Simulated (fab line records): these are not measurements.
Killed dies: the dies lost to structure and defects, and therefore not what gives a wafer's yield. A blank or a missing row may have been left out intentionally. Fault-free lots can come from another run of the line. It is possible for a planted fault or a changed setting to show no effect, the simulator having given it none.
Lot-split experiment    flow n5_finfet    7 lots, 21 wafers read, on a route of 1938 steps

## THE SPLIT
At N5_GATE_CUT_COAT_27 (time 60 s, resist thk 10 nm), the setting spin_rpm was moved away from the recipe's 1500 rpm on 11 of the 21 wafers read, by -9.5% to +5.4%. This setting was run at the recipe's value on the other wafers.

## FROM THE SPLIT TO THE READING: what the file shows between them, 4 steps
- N5_GATE_CUT_COAT_07: resist thk 30 nm
- N5_GATE_CUT_EBR_09
- N5_GATE_CUT_DESCUM_18: chemistry O2, time 7 s
- N5_GATE_CUT_ETCH_28: etches underlayer in N2/H2, target depth 13 nm, time 10.4 s

## THE READING
CAR-EUV_of_GATE_CUT_COAT_07.thk_nm (the simulator's own value, which no gauge read), in nm, at N5_GATE_CUT_ETCH_36 (etches SiARC in CF4, target depth 13 nm, time 21.7 s). There is no usual value for it anywhere in the file. Here, 10 wafers ran the recipe; their average is 7.0 nm with a standard deviation of 0.12 nm.

wafer   tool, chamber at the split  spin_rpm as run, rpm  against the recipe  CAR-EUV_of_GATE_CUT_COAT_07.thk_nm, nm  against lot-mates on the recipe
L081.2  litho_track-01, 0           1379                  -8.1%               6.2                                     -0.6
L081.3  litho_track-01, 0           1500                  recipe              6.8                                     -
L081.4  litho_track-01, 0           1379                  -8.1%               6.4                                     -0.4
L082.1  litho_track-02, 0           1440                  -4.0%               6.8                                     -0.4
L082.4  litho_track-02, 0           1500                  recipe              7.2                                     -
L082.5  litho_track-02, 0           1440                  -4.0%               6.6                                     -0.6
L083.1  litho_track-04, 0           1500                  recipe              6.8                                     -
L083.4  litho_track-04, 0           1500                  recipe              6.8                                     -
L083.6  litho_track-04, 0           1500                  recipe              7                                       -
L089.2  litho_track-04, 0           1500                  recipe              7                                       -
L089.3  litho_track-04, 0           1581                  +5.4%               7.4                                     +0.4
L089.6  litho_track-04, 0           1581                  +5.4%               7.4                                     +0.4
L092.4  litho_track-02, 0           1386                  -7.6%               6.6                                     -0.4
L092.5  litho_track-02, 0           1500                  recipe              7                                       -
L092.6  litho_track-02, 0           1500                  recipe              7                                       -
L093.1  litho_track-01, 0           1357                  -9.5%               6.2                                     no lot-mate on the recipe
L093.5  litho_track-01, 0           1357                  -9.5%               6.2                                     no lot-mate on the recipe
L093.3  litho_track-01, 0           1357                  -9.5%               6.4                                     no lot-mate on the recipe
L094.2  litho_track-02, 0           1500                  recipe              7                                       -
L094.4  litho_track-02, 0           1500                  recipe              7                                       -
L094.6  litho_track-02, 0           1386                  -7.6%               6.4                                     -0.6

FIT RESULTS
A straight line over all 21 wafers: CAR-EUV_of_GATE_CUT_COAT_07.thk_nm changes by +0.074 nm for each +1% of spin_rpm; r = +0.95; the points scatter about the line by 0.12 nm.
The same after taking each lot's own level away (the mean of its wafers on the recipe; 18 wafers): +0.0705 nm for each +1%; r = +0.94; scatter 0.11 nm.
The reading moves by 0.67 nm for the largest change in spin_rpm, on that fit.
Across the lots, their own levels run from 6.80 to 7.20 nm, a range of 3.3 times the standard deviation given above.
Consequently the slope shifts little with the lot-to-lot level, the two slopes agreeing.
Check: with one of the wafers moved furthest among these (-8.1%) left out of the fit, the line predicts -0.574 nm for it against its lot-mates. Against them it came out at -0.6 nm.

## FURTHER SPLITS ON THESE WAFERS
Other splits were also applied to these wafers ahead of the reading. Each is held against what the fit with the lots' levels taken away leaves over:
other split on the same wafers  wafers away from the commonest value  r with CAR-EUV_of_GATE_CUT_COAT_07.thk_nm (lot level and that fit taken away)
N5_SD_EPI_N_PRECLEAN_49 time_s  4                                     -0.03
N5_SDB_COAT_04 spin_rpm         4                                     -0.21
N5_SDB_COAT_05 spin_rpm         3                                     -0.19
N5_HKMG_FIN_ETCH_55 time_s      9                                     -0.04
N5_HKMG_FIN_ETCH_58 source_w    5                                     -0.28
N5_GATE_CUT_ETCH_58 bias_w      4                                     +0.13

## THE WHOLE CHAIN: every reading that the file lists as answering this split, in the file's order
step                 what it does                                                 reading                                                                                 change (the file's fit)                 r (the file's)
N5_GATE_CUT_COAT_27  time 60 s, resist thk 10 nm                                  underlayer_of_GATE_CUT_COAT_27.thk_nm (the simulator's own value, which no gauge read)  -0.0496 nm for each +1% of the setting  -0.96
N5_GATE_CUT_ETCH_28  etches underlayer in N2/H2, target depth 13 nm, time 10.4 s  CAR-EUV_of_GATE_CUT_COAT_07.thk_nm (the simulator's own value, which no gauge read)     +0.063 nm for each +1% of the setting   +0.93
N5_GATE_CUT_ETCH_28  etches underlayer in N2/H2, target depth 13 nm, time 10.4 s  etch.depth_nm (the simulator's own value, which no gauge read)                          -0.0539 nm for each +1% of the setting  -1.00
N5_GATE_CUT_ETCH_36  etches SiARC in CF4, target depth 13 nm, time 21.7 s         CAR-EUV_of_GATE_CUT_COAT_07.thk_nm (the simulator's own value, which no gauge read)     +0.07 nm for each +1% of the setting    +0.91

## THE FILE'S OWN FIT
CAR-EUV_of_GATE_CUT_COAT_07.thk_nm changes by +0.07 nm for each +1% of spin_rpm, r = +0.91.
